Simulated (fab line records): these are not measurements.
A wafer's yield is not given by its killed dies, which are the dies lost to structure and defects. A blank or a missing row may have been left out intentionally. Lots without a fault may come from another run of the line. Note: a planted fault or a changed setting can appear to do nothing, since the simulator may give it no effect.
Comparing a struck lot with a sound one :: flow n5_finfet :: 34 steps out of a route of 1938
Sound: wafers L644.1, L644.5, L644.6. Struck: wafer L654.6 (left out: L654.2, L654.4 of the same lot, which were not struck); the cause appears at the end.
For every step that has rows: the tool of each side, followed by ch and its chambers, followed by its first start. Under that, the readings that differ: sound wafers :: struck wafers :: difference of the means :: sigmas: that difference in standard deviations of wafers without a fault.
alike: a reading whose means differ by less than 2 such deviations, as well as words and numbers matching on both sides. not compared: withheld readings; readings where some wafer has no value; bounds like >300 that might hide an equal value; numbers whose values overlap and for which the record gives no deviation.
The two part at a step that has a row with sigmas, a row that says differs or no value, or rows on one side only. Numbers that don't overlap but have no deviation are shown without sigmas and don't part them. A reading that every wafer of one side lacks parts them only if that side has two wafers or more.

first, 8 steps without rows for these wafers: N5_BEOL_M10_ECD_50 (material Cu, target thk 318 nm); N5_BEOL_M10_ANNEAL_51 (time 90 s); N5_BEOL_M10_CMP_52 (polishes, stops on SiCOH lowk, t overpolish 7 s, target thk 140 nm); N5_BEOL_M10_PRE_CLEAN_55 (time 15 s); N5_BEOL_M10_DEP_56 (deposits SiCN from 3MS/NH3, target thk 15 nm, time 26.5 s); N5_BEOL_M11_ILD_DEP_00 (deposits SiCOH lowk from DEMS/porogen, target thk 308.51 nm, time 58 s); N5_BEOL_M11_CURE_71 (cures SiCOH lowk, time 240 s); N5_BEOL_M11_PECVD_70 (deposits SiO2 from TEOS/O2, target thk 20 nm, time 22.7 s).
N5_BEOL_M11_HM_DEP_02: deposits TiN, target thk 20 nm.
  struck on pvd_sputter-03, day 14 15:31; sound on pvd_sputter-03, day 12 01:54
reading: model.TiN_of_BEOL_M11_HM_DEP_02.thk_nm (nm)
sound: 20 20.2 20.2
struck: 26.6
difference: +6.5
sigmas: 
  alike: throttle_valve_pct
then, 13 steps without rows for these wafers: N5_BEOL_M11_COAT_59 (time 60 s, resist thk 100 nm); N5_BEOL_M11_COAT_60 (time 60 s, resist thk 30 nm); N5_BEOL_M11_COAT_05 (resist thk 90 nm); N5_BEOL_M11_EBR_07; N5_BEOL_M11_SOFTBAKE_06 (time 60 s); N5_BEOL_M11_EXPOSE_08 (exposes mask M11); N5_BEOL_M11_PEB_09 (peb time 60 s); N5_BEOL_M11_DEVELOP_10 (develop time 30 s); N5_BEOL_M11_DESCUM_16 (chemistry O2, time 7.9 s); N5_BEOL_M11_ETCH_61 (etches SiARC in CF4, target depth 39 nm, time 65 s); N5_BEOL_M11_ETCH_62 (etches SOC in N2/H2, target depth 110 nm, overetch 22 nm, time 165 s); N5_BEOL_M11_STRIP_68 (strips in N2/H2); N5_BEOL_M11_STRIP_67 (strips in CF4).
N5_BEOL_M11_HM_OPEN_17: chemistry Cl2/BCl3, target TiN, target depth 20 nm, overetch 6 nm.
  sound on rie_metal-02 ch 0,1, day 12 02:46; struck on rie_metal-01 ch 1, day 14 16:23
reading: model.etch.depth_nm (nm)
sound: 19.98 20.11 20.12
struck: 26.25
difference: +6.18
sigmas: 
  alike: drypump_motor_current_A, he_backside_leak_sccm, oes_product_au, rf_fwd_power_W, throttle_valve_pct
  not compared: rf_hours_counter_h
then, 9 steps without rows for these wafers: N5_BEOL_M11_STRIP_19 (strips in O2); N5_BEOL_M11_COAT_63 (time 60 s, resist thk 100 nm); N5_BEOL_M11_COAT_64 (time 60 s, resist thk 30 nm); N5_BEOL_M11_COAT_22 (resist thk 90 nm); N5_BEOL_M11_EBR_24; N5_BEOL_M11_SOFTBAKE_23 (time 60 s); N5_BEOL_M11_EXPOSE_25 (exposes mask V10); N5_BEOL_M11_PEB_26 (peb time 60 s); N5_BEOL_M11_DEVELOP_27 (develop time 30 s).
N5_BEOL_M11_TRENCH_ETCH_37: etches SiCOH lowk in C4F6/O2, target depth 148.83 nm, time 48 s.
  sound on rie_diel-01 ch 0,1,2; struck on rie_diel-04 ch 0
reading: oes_product_au (a.u.)
sound: 0.93 0.81 0.84
struck: 0.70
difference: -0.16
sigmas: -2

reading: rf_fwd_power_W (W)
sound: 340.5 336.2 342.1
struck: 343.2
difference: +3.6
sigmas: +2

reading: model.TiN_of_BEOL_M11_HM_DEP_02.thk_nm (nm)
sound: 16 16.2 16
struck: 22.6
difference: +6.5
sigmas: 
  alike: drypump_motor_current_A, rf_vpp_V, showerhead_plenum_p_Torr, throttle_valve_pct
  not compared: rf_hours_counter_h
N5_PASSIVATION_PROBE_49:
  struck on prober-01, day 16 14:20; sound on prober-01, day 13 17:48
reading: killed_at_M4_up
sound: 16 11 12
struck: 35
difference: +22
sigmas: +5

reading: killed_at_contacts
sound: 8 9 8
struck: 22
difference: +14
sigmas: +2

reading: sort_bin_5_function (%)
sound: 6.5 4.7 7.2
struck: 9.2
difference: +3.1
sigmas: +3
  alike: defect_limited_yield, killed_at_M0_to_M3, killed_at_front_end, killed_at_other, killed_dies, killed_open, killed_short, sort_bin_6_memory, sort_n_pass, sort_yield_pct

WHERE THEY PART
First at N5_BEOL_M11_TRENCH_ETCH_37; last, within this record, at N5_PASSIVATION_PROBE_49.

WHY: what had been put in by the simulator
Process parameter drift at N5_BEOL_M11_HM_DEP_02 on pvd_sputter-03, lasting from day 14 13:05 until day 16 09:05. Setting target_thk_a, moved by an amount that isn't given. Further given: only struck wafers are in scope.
